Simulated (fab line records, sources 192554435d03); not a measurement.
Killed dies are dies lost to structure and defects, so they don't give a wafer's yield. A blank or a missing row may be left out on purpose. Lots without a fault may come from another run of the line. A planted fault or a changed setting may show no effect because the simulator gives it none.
Chamber matching | flow n5_finfet | N5_BEOL_M10_STRIP_19 on rie_diel-02: 4 sister chambers
The step strips in O2. 4 wafers are shown with their chamber, then 10 later ones without.

WAFERS WITH THEIR CHAMBER
wafer  | chamber | showerhead_plenum_p_Torr (Torr)
L083.6 | 3       | 2.18
L085.6 | 1       | 2.10
L088.2 | 0       | 1.99
L088.3 | 2       | 1.98

WAFERS WITHOUT THEIR CHAMBER
wafer  | showerhead_plenum_p_Torr (Torr)
L088.4 | 2.10
L090.3 | 1.99
L090.4 | 1.98
L090.6 | 1.99
L095.2 | 2.17
L095.5 | 2.17
L095.6 | 1.99
L094.3 | 2.09
L094.5 | 1.99
L094.6 | 2.24

WHICH CHAMBER EACH WENT THROUGH
wafer  | from the rows above     | in truth
L088.4 | 1                       | 1
L090.3 | can't be placed: 0 or 2 | 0
L090.4 | can't be placed: 2 or 0 | 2
L090.6 | can't be placed: 0 or 2 | 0
L095.2 | 3                       | 3
L095.5 | 3                       | 3
L095.6 | can't be placed: 0 or 2 | 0
L094.3 | 1                       | 1
L094.5 | can't be placed: 0 or 2 | 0
L094.6 | 3                       | 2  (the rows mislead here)
Placed correctly: 4 of 10. Can't be placed from these rows: 5 (the true chamber is among the candidates in 5). Placed wrongly: 1.
How it was worked out, from the rows above alone: a wafer's distance from a chamber is the root of the sum, over the readings, of the square of ((its reading less the chamber's mean) divided by the reading's scatter). The wafer belongs to the nearest chamber; if the next one is less than 2 further off, it can't be placed. A chamber's mean is the mean of its shown wafers. The scatter: with one shown wafer a chamber, the root of the mean of the squares of how far each hidden wafer lies from its nearest shown one.
